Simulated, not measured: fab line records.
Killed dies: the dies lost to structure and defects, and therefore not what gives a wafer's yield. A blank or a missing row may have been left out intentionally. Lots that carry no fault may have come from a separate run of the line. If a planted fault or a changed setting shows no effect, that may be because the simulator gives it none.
Which tool did it? + flow nand harc + 13 lots, 38 wafers sampled, at 1 step of a route of 1159

== WHAT THE GAUGES READ, wafer by wafer ==
NHARC_A_SLIT_INSPECT_11.
| lot  | measured     | on                | raw defect count |
|------|--------------|-------------------|------------------|
| L536 | day 13 21:28 | defect inspect-01 | 6 10 19          |
| L537 | day 14 13:26 | defect inspect-02 | 14 11 8          |
| L538 | day 14 13:35 | defect inspect-01 | 20 13 28         |
| L540 | day 14 22:46 | defect inspect-02 | 20 25 25         |
| L541 | day 15 14:25 | defect inspect-02 | 10 6 11          |
| L543 | day 16 05:06 | defect inspect-02 | 27 30 24         |
| L545 | day 16 13:53 | defect inspect-01 | 29 32 26         |
| L549 | day 17 05:54 | defect inspect-01 | 25 21            |
| L548 | day 17 11:49 | defect inspect-02 | 5 9 12           |
| L551 | day 18 03:07 | defect inspect-02 | 32 36 42         |
| L553 | day 18 04:16 | defect inspect-01 | 10 10 8          |
| L557 | day 19 08:32 | defect inspect-01 | 30 29 41         |
| L559 | day 20 09:13 | defect inspect-01 | 25 17 15         |

== WHICH TOOL RAN EACH LOT (tool, then ch and the chambers of the sampled wafers, then the start) ==
Record: no process step prior to these readings.

== WHAT THE TOOLS THEMSELVES READ (means of the sampled wafers that have a number; where no wafer has one, the mark that the record gives instead) ==
The record holds no such reading with a usual standard deviation.

== THE ANSWER, worked out from the rows above alone ==
Rule: the lots themselves supply what counts as usual. The widest of any qualifying gaps counts: lots, ordered by their means at a reading, are off when they make up no more than a third of the lots, leave a main group of 4 or more, and stand apart from it by 3 or more times the standard deviation of that group's means. Not used: any main group whose means are identical at the precision the tables above print for the reading. Also off: a lot with no number at a reading for which 4 or more lots have one. Any other lot the step has rows for is counted as sound. After the gauges, taken in route order, come the tools' own readings; for these a lot's mean is taken, as printed above. At the first step where some lot is off, the reading lying furthest off is the one used; lots without a number count as furthest.
No lot is off at any reading shown: from this, nothing can be told.

== WHAT HAD BEEN PUT IN BY THE SIMULATOR ==
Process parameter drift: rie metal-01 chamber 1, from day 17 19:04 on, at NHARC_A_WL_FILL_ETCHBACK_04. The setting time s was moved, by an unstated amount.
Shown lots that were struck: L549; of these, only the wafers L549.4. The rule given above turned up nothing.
